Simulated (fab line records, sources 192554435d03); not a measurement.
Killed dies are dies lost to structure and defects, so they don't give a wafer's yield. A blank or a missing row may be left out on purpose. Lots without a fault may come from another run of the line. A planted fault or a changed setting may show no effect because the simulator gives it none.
Chamber matching | flow n5_finfet | N5_MOL_CONTACT_COAG_VIA_ETCH_117 on rie_diel-06: 4 sister chambers
The step etches SiO2 in C4F6/O2, target depth 40 nm, overetch 8 nm, time 26 s. 16 wafers are shown with their chamber, then 8 later ones without.

WAFERS WITH THEIR CHAMBER
wafer  | chamber | drypump_motor_current_A (A) | throttle_valve_pct (%) | rf_vpp_V (V)
L074.1 | 2       | 6.8                         | 41.5                   | 1601
L074.4 | 0       | 5.8                         | 41.0                   | 1583
L074.5 | 2       | 6.9                         | 41.5                   | 1600
L079.2 | 3       | 5.4                         | 41.0                   | 1599
L079.4 | 1       | 5.8                         | 41.6                   | 1576
L079.6 | 2       | 6.8                         | 41.5                   | 1600
L081.1 | 3       | 5.4                         | 41.1                   | 1600
L081.2 | 2       | 6.8                         | 41.5                   | 1599
L081.5 | 2       | 6.8                         | 41.5                   | 1601
L085.2 | 2       | 6.8                         | 41.5                   | 1599
L085.5 | 1       | 5.8                         | 41.6                   | 1575
L085.6 | 2       | 6.9                         | 41.5                   | 1599
L090.1 | 1       | 5.8                         | 41.6                   | 1576
L090.4 | 3       | 5.4                         | 41.1                   | 1599
L090.5 | 3       | 5.4                         | 41.1                   | 1600
L093.1 | 0       | 5.8                         | 41.0                   | 1582

SIGNATURES (means of the wafers above)
reading                 | chamber 0 | chamber 1 | chamber 2 | chamber 3 | scatter within a chamber
drypump_motor_current_A | 5.800     | 5.800     | 6.829     | 5.400     | 0.0345
throttle_valve_pct      | 41.000    | 41.600    | 41.500    | 41.075    | 0.025
rf_vpp_V                | 1582.50   | 1575.67   | 1599.86   | 1599.50   | 0.765
Rule: a wafer's distance from a chamber is the root of the sum, over the readings, of the square of ((its reading less the chamber's mean) divided by the reading's scatter). The wafer belongs to the nearest chamber; if the next one is less than 2 further off, it can't be placed. The scatter: the root of (the sum of the squares of (reading less its chamber's mean) over the shown wafers, divided by (wafers less chambers)).

WAFERS WITHOUT THEIR CHAMBER
wafer  | drypump_motor_current_A (A) | throttle_valve_pct (%) | rf_vpp_V (V)
L093.4 | 5.8                         | 41.6                   | 1574
L093.6 | 5.8                         | 41.0                   | 1582
L094.1 | 5.4                         | 41.1                   | 1598
L094.5 | 5.7                         | 41.1                   | 1581
L094.6 | 5.4                         | 41.1                   | 1599
L095.3 | 5.7                         | 41.6                   | 1575
L095.5 | 5.4                         | 41.1                   | 1600
L095.6 | 6.9                         | 41.5                   | 1597

WHICH CHAMBER EACH WENT THROUGH
wafer  | from the rows above | in truth
L093.4 | 1                   | 1
L093.6 | 0                   | 0
L094.1 | 3                   | 3
L094.5 | 0                   | 0
L094.6 | 3                   | 3
L095.3 | 1                   | 1
L095.5 | 3                   | 3
L095.6 | 2                   | 2
Placed correctly: 8 of 8. Can't be placed from these rows: 0. Placed wrongly: 0.
